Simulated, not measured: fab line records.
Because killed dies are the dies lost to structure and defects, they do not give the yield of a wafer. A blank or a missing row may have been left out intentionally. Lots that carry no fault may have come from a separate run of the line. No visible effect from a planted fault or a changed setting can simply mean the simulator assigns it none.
Which tool was responsible?	flow n5_finfet	10 lots, 30 wafers sampled, at 2 steps of a route of 1938

WHAT THE GAUGES READ, wafer by wafer
N5_PMOS_HMC_CHANNEL_EPI_THK_MEAS_22.
lot	measured	on	HMC_CMP_THK (nm)
L138	day 1 19:27	film_metro-01	52.5 53.7 52.7
L140	day 2 07:34	film_metro-02	53.1 53.4 53.2
L143	day 3 03:34	film_metro-01	54.3 53.5 53.1
L146	day 3 19:56	film_metro-01	53.3 53.8 53.9
L148	day 4 07:37	film_metro-01	51.9 53.7 53.7
L149	day 4 13:50	film_metro-02	53.3 53.7 54.4
L150	day 4 19:35	film_metro-02	53.4 53.3 53.9
L155	day 6 01:36	film_metro-01	54.6 53.8 53.5
L156	day 6 08:04	film_metro-01	52.8 54.2 52.7
L161	day 7 13:55	film_metro-01	54.0 53.0 53.7

EACH LOT AND THE TOOL THAT RAN IT (in order: tool; ch and the chambers of the sampled wafers; start)
lot	N5_PMOS_HMC_CHANNEL_EPI_ETCH_38
L138	rie_si-02 ch 0,1,3, day 1 17:38
L140	rie_si-01 ch 0,3, day 2 05:44
L143	rie_si-01 ch 0,1,3, day 3 01:20
L146	rie_si-03 ch 0,1,3, day 3 18:04
L148	rie_si-02 ch 0,2, day 4 05:47
L149	rie_si-01 ch 0,1,2, day 4 11:58
L150	rie_si-02 ch 0,2,3, day 4 17:46
L155	rie_si-01 ch 1,2,3, day 5 23:47
L156	rie_si-02 ch 0,1, day 6 06:14
L161	rie_si-02 ch 0,3, day 7 12:05
- N5_PMOS_HMC_CHANNEL_EPI_ETCH_38: etches SiO2 in CF4, target depth 1.5 nm.

THE ANSWER, worked out from the rows above alone
Rule: the lots themselves supply what counts as usual. The widest of any qualifying gaps counts: lots, ordered by their means at a reading, are off when they make up no more than a third of the lots, leave a main group of 4 or more, and stand apart from it by 3 or more times the standard deviation of that group's means. Not used: any main group whose means are identical at the precision the tables above print for the reading. A lot without any number at a reading at which 4 lots or more have one is off too. The other lots that the step has rows for count as sound.
No lot is off on any of the readings shown, so nothing can be concluded from this.

WHAT THE SIMULATOR HAD PUT IN
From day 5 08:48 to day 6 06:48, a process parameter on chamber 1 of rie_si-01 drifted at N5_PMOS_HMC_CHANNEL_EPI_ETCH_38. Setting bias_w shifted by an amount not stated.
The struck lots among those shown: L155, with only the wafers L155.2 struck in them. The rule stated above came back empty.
